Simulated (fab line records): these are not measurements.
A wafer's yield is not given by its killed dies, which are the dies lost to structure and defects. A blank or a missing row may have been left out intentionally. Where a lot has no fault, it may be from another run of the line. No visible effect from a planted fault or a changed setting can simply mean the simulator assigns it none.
Split-lot trial | flow n5-finfet | route with 1938 steps; 7 lots, 21 wafers read

## ON THE SPLIT
At N5_BEOL_M1_ETCH_64 (etches SOC in N2/H2, target depth 75 nm, overetch 15 nm, time 112.5 s), the setting time-s was moved away from the recipe's 112.5 s on 9 of the 21 wafers read, by -18.6% to +10.8%. The other wafers ran this setting at the recipe's value.

The split's own step is where the reading is taken.

## THE READING
SiARC_of_BEOL_M1_COAT_62.thk-nm (the simulator's own value, which no gauge read), in nm, at N5_BEOL_M1_ETCH_64 (etches SOC in N2/H2, target depth 75 nm, overetch 15 nm, time 112.5 s). The file does not state a usual value for it. The 12 wafers here that ran the recipe average 6.9 nm, standard deviation 0.13 nm.

wafer  | tool, chamber at the split | time-s as run, s | against the recipe | SiARC_of_BEOL_M1_COAT_62.thk-nm, nm | against lot-mates on the recipe
L074.3 | rie-diel-02, 0             | 120.2            | +6.8%              | 6.4                                 | -0.5
L074.4 | rie-diel-02, 2             | 112.5            | recipe             | 7                                   | -
L074.6 | rie-diel-02, 1             | 112.5            | recipe             | 6.8                                 | -
L076.3 | rie-diel-03, 2,3,2         | 123.9            | +10.1%             | 6.4                                 | no lot-mate on the recipe
L076.4 | rie-diel-03, 2,3,2         | 123.9            | +10.1%             | 6.4                                 | no lot-mate on the recipe
L076.6 | rie-diel-03, 2,3,2         | 123.9            | +10.1%             | 6.4                                 | no lot-mate on the recipe
L081.2 | rie-diel-03, 0,3           | 123.9            | +10.1%             | 6.4                                 | -0.4
L081.3 | rie-diel-03, 0,3           | 123.9            | +10.1%             | 6.4                                 | -0.4
L081.4 | rie-diel-03, 2             | 112.5            | recipe             | 6.8                                 | -
L084.3 | rie-diel-05, 2             | 112.5            | recipe             | 6.8                                 | -
L084.4 | rie-diel-05, 3             | 112.5            | recipe             | 7                                   | -
L084.5 | rie-diel-05, 1             | 112.5            | recipe             | 7.2                                 | -
L094.4 | rie-diel-05, 2             | 124.7            | +10.8%             | 6.2                                 | -0.6
L094.6 | rie-diel-05, 2             | 124.7            | +10.8%             | 6.2                                 | -0.6
L094.5 | rie-diel-05, 3             | 112.5            | recipe             | 6.8                                 | -
L095.1 | rie-diel-05, 2             | 112.5            | recipe             | 6.8                                 | -
L095.4 | rie-diel-05, 1,3           | 112.5            | recipe             | 7                                   | -
L095.5 | rie-diel-05, 1,3           | 112.5            | recipe             | 7                                   | -
L096.4 | rie-diel-05, 1             | 112.5            | recipe             | 7                                   | -
L096.5 | rie-diel-05, 3             | 112.5            | recipe             | 6.8                                 | -
L096.6 | rie-diel-05, 2             | 91.53            | -18.6%             | 7.8                                 | +0.9
When a row names more than one chamber, that row covers several wafers, and the file does not tell which wafer ran in which chamber.

FIT RESULTS
A straight line over all 21 wafers: SiARC_of_BEOL_M1_COAT_62.thk-nm changes by -0.0529 nm for each +1% of time-s; r = -0.95; the points scatter about the line by 0.12 nm.
The same after taking each lot's own level away (the mean of its wafers on the recipe; 18 wafers): -0.0493 nm for each +1%; r = -0.95; scatter 0.11 nm.
Per that fit: largest time-s move, reading shift of 0.92 nm.
From 6.80 to 7.00 nm: that is the span of the lots' own levels, equal to 1.6 times the standard deviation above.
So the lot-to-lot level changes the slope little: the two slopes agree.
Check: with one of the wafers moved furthest among these (-18.6%) left out of the fit, the line predicts +0.928 nm for it against its lot-mates. Against them it came out at +0.9 nm.

## OTHER SPLITS ON THESE WAFERS
Before the reading, these wafers also passed through other splits. Each is held against what the fit with the lots' levels taken away leaves over:
other split on the same wafers             | wafers away from the commonest value | r with SiARC_of_BEOL_M1_COAT_62.thk-nm (lot level and that fit taken away)
N5_BEOL_M0_SAQP_SPACER2_ETCHBACK_27 time-s | 6                                    | +0.09

## THE FILE'S OWN FIT
SiARC_of_BEOL_M1_COAT_62.thk-nm changes by -0.05 nm for each +1% of time-s, r = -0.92.
